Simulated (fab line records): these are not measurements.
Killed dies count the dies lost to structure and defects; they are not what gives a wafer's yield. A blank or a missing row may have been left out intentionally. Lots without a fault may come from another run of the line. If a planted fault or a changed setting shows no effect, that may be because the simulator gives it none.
What tool caused it?	flow n5Finfet	11 lots, 33 wafers sampled, at 1 step of a route of 1938

== WHAT THE GAUGES SHOWED, per wafer ==
N5_BEOL_M14_INSPECT_55: inspects for defects (darkfield).
lot	measured	on	rawDefectCount
L130	day 11 22:59	defectInspect-02	71 39 70
L131	day 12 12:02	defectInspect-01	62 72 30
L132	day 12 17:32	defectInspect-01	62 71 49
L133	day 12 21:44	defectInspect-02	57 33 65
L134	day 13 17:10	defectInspect-01	47 31 53
L136	day 13 19:43	defectInspect-01	47 35 56
L142	day 15 12:54	defectInspect-01	43 36 41
L147	day 16 09:58	defectInspect-01	102 84 52
L149	day 16 13:47	defectInspect-01	78 95 131
L151	day 17 06:13	defectInspect-02	65 75 55
L150	day 17 06:20	defectInspect-01	47 58 69

== EACH LOT AND THE TOOL THAT RAN IT (in order: tool; ch and the chambers of the sampled wafers; start) ==
No process step before these readings appears in the record.

== THE ANSWER, worked out from the rows above alone ==
Rule: what is usual is taken from the lots themselves. The widest of any qualifying gaps counts: lots, ordered by their means at a reading, are off when they make up no more than a third of the lots, leave a main group of 4 or more, and stand apart from it by 3 or more times the standard deviation of that group's means. A main group is skipped when, at the precision printed for the reading in the tables above, its means are all equal. Also off: a lot with no number at a reading for which 4 or more lots have one. Any other lot the step has rows for is counted as sound.
No lot is off at any reading shown: from this, nothing can be told.

== WHAT THE SIMULATOR HAD INSERTED ==
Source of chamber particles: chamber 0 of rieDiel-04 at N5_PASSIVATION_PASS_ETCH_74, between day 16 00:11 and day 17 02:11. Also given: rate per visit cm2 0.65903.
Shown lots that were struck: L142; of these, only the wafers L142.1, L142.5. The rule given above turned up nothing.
